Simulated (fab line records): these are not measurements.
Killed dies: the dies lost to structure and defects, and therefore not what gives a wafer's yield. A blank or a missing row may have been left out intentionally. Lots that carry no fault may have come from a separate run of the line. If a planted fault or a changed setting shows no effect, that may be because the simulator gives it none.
Comparing a struck lot with a sound one | flow n5-finfet | 44 out of 1938 route steps
Sound: these wafers, L208.2, L208.3, L208.4. Struck: wafer L213.2 (L213.3, L213.6, from the same lot, were not struck and are left out); the cause is given at the end.
Per side, at each step with rows, come the tool, then ch with its chambers, and then its first start. Under that, the readings that differ: sound wafers | struck wafers | difference of the means | sigmas: that difference in standard deviations of wafers without a fault.
alike: a reading whose means differ by less than 2 such deviations, as well as words and numbers matching on both sides. not compared: withheld readings; readings where some wafer has no value; bounds like >300 that might hide an equal value; numbers whose values overlap and for which the record gives no deviation.
The two part at a step that has a row with sigmas, a row that says differs or no value, or rows on one side only. Numbers that don't overlap but have no deviation are shown without sigmas and don't part them. A reading missing from all wafers of one side parts the sides only when that side holds two or more wafers.

first, 11 steps without rows for these wafers: N5_BEOL_M2_DESCUM_33 (chemistry O2, time 7 s); N5_BEOL_M2_ETCH_77 (etches underlayer in N2/H2, target depth 6.5 nm, time 5.2 s); N5_BEOL_M2_ETCH_69 (etches SiARC in CF4, target depth 15.6 nm, time 26 s); N5_BEOL_M2_ALD_98 (deposits SiO2, target thk 2.5 nm, pulse time 1 s, co reactant pulse time 1 s); N5_BEOL_M2_ETCHBACK_99 (etches SiO2 in CHF3, target depth 5 nm, time 10.4 s); N5_BEOL_M2_ETCH_70 (etches SOC in N2/H2, target depth 80 nm, overetch 24 nm, time 130 s); N5_BEOL_M2_STRIP_71 (strips in N2/H2); N5_BEOL_M2_STRIP_78 (strips in N2/H2); N5_BEOL_M2_VIA_ETCH_34 (etches the open film in C4F6/O2, target depth 69.4 nm, time 65.9 s); N5_BEOL_M2_STRIP_83 (strips in C4F6/O2); N5_BEOL_M2_STRIP_36 (strips in N2/H2).
N5_BEOL_M2_TRENCH_ETCH_37: etches SiOC in C4F6/O2, target depth 55.555 nm, time 29.2 s.
  sound on rie-diel-03 ch 0,2,3, day 7 16:11; struck on rie-diel-03 ch 3, day 9 04:35
  reading                             | sound             | struck | difference | sigmas
  rf-fwd-power-W (W)                  | 351.9 346.8 348.1 | 285.1  | -63.8      | -35
  rf-vpp-V (V)                        | 667 675 656       | 725    | +59        | +9
  model.BEOL_M2.feature-depth-nm (nm) | 55.4 54.8 55.6    | 52     | -3         |
  model.etch.depth-nm (nm)            | 55.46 54.85 55.52 | 51.98  | -3.30      |
  alike: O2_flow_sccm, drypump-motor-current-A, oes-product-au, showerhead-plenum-p-Torr, throttle-valve-pct
  not compared: rf-hours-counter-h
then, 2 steps without rows for these wafers: N5_BEOL_M2_ETCH_41 (etches SiCN in CH3F/O2, target depth 29.9 nm, time 52.5 s); N5_BEOL_M2_STRIP_97 (strips in N2/H2, time 10 s).
N5_BEOL_M2_OCD_MEAS_38:
  sound on ocd-02, day 7 16:21; struck on ocd-02, day 9 04:44
  reading              | sound          | struck | difference | sigmas
  trench-depth-nm (nm) | 55.8 54.8 55.2 | 51.8   | -3.5       | -4
then, 25 steps without rows for these wafers: N5_BEOL_M2_HM_STRIP_39 (strips TiN in peroxide tin strip, target depth 25 nm, time 158 s); N5_BEOL_M2_SRD_40 (time 30 s); N5_BEOL_M2_PRECLEAN_42 (cleans in residue remover, time 60 s); N5_BEOL_M2_SRD_43 (time 30 s); N5_BEOL_M2_DEGAS_44 (time 60 s); N5_BEOL_M2_PRE_CLEAN_45 (time 30 s); N5_BEOL_M2_ALD_84 (deposits TaN, pulse time 2 s, purge time 3 s, co reactant purge time 2 s); N5_BEOL_M2_SURFACE_TREAT_85; N5_BEOL_M2_CVD_47 (deposits Co from CCTBA/H2, target thk 3 nm, time 223.8 s); N5_BEOL_M2_SPUTTER_48 (material Cu, target thk 4.5 nm, time 8.29 s); N5_BEOL_M2_ANNEAL_49 (time 240 s); N5_BEOL_M2_SPUTTER_79 (material Cu, target thk 4.5 nm, time 8.29 s); N5_BEOL_M2_ANNEAL_80 (time 240 s); N5_BEOL_M2_SPUTTER_81 (material Cu, target thk 4.5 nm, time 8.29 s); N5_BEOL_M2_ANNEAL_82 (time 240 s); N5_BEOL_M2_SPUTTER_86 (material Cu, target thk 4.5 nm, time 8.29 s); N5_BEOL_M2_ANNEAL_87 (time 240 s); N5_BEOL_M2_SPUTTER_88 (material Cu, target thk 4.5 nm, time 8.29 s); N5_BEOL_M2_ANNEAL_89 (time 240 s); N5_BEOL_M2_SPUTTER_90 (material Cu, target thk 4.5 nm, time 8.29 s); N5_BEOL_M2_ANNEAL_91 (time 240 s); N5_BEOL_M2_SPUTTER_92 (material Cu, target thk 4.5 nm, time 8.29 s); N5_BEOL_M2_ANNEAL_93 (time 240 s); N5_BEOL_M2_SPUTTER_94 (material Cu, target thk 4.5 nm, time 8.29 s); N5_BEOL_M2_ANNEAL_95 (time 240 s).
N5_BEOL_M2_CMP_52: polishes, stops on SiOC, t overpolish 6.8 s, target thk 40 nm.
  sound on cmp-04 ch 1,2,3, day 7 21:39; struck on cmp-01 ch 0, day 9 09:38
  reading                                | sound             | struck | difference | sigmas
  edge-zone-pressure-frac                | 1.002 1.002 0.997 | 0.990  | -0.010     | -2
  time-to-endpoint-s (s)                 | 58.7 61.2 59.5    | 66.5   | +6.7       | +2
  model.Cu_of_BEOL_M2_ECD_50.thk-nm (nm) | 38.4 38.8 39      | 37.2   | -1.5       |
  alike: barrier-field-endpoint-s, head-pressure-psi, motor-current-A, overpolish-run-s, pad-life-wafers
N5_BEOL_M2_RS_MEAS_58: the measuring method here is four-point-probe.
  sound on film-metro-02, day 7 22:27; struck on film-metro-01, day 9 10:24
  alike: M2_RS
N5_BEOL_M4_RC_MEAS_101:
  sound on prober-01 ch 0, day 9 08:19; struck on prober-01 ch 0, day 10 19:16
  alike: DIBL_N, DIBL_P, IOFF_N, IOFF_P, ION_N, ION_P, SS_N, SS_P, VT_N, VT_P
N5_PASSIVATION_PROBE_49:
  sound wafers here have rows in the record (prober-02, day 13 12:06); struck ones have none

== WHERE THEY PART ==
At N5_BEOL_M2_TRENCH_ETCH_37 first; at N5_PASSIVATION_PROBE_49 last (within this record only).

WHY: what the simulator had put in
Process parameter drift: rie-diel-03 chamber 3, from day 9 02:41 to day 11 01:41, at N5_BEOL_M2_TRENCH_ETCH_37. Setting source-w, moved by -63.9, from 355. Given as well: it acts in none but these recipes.
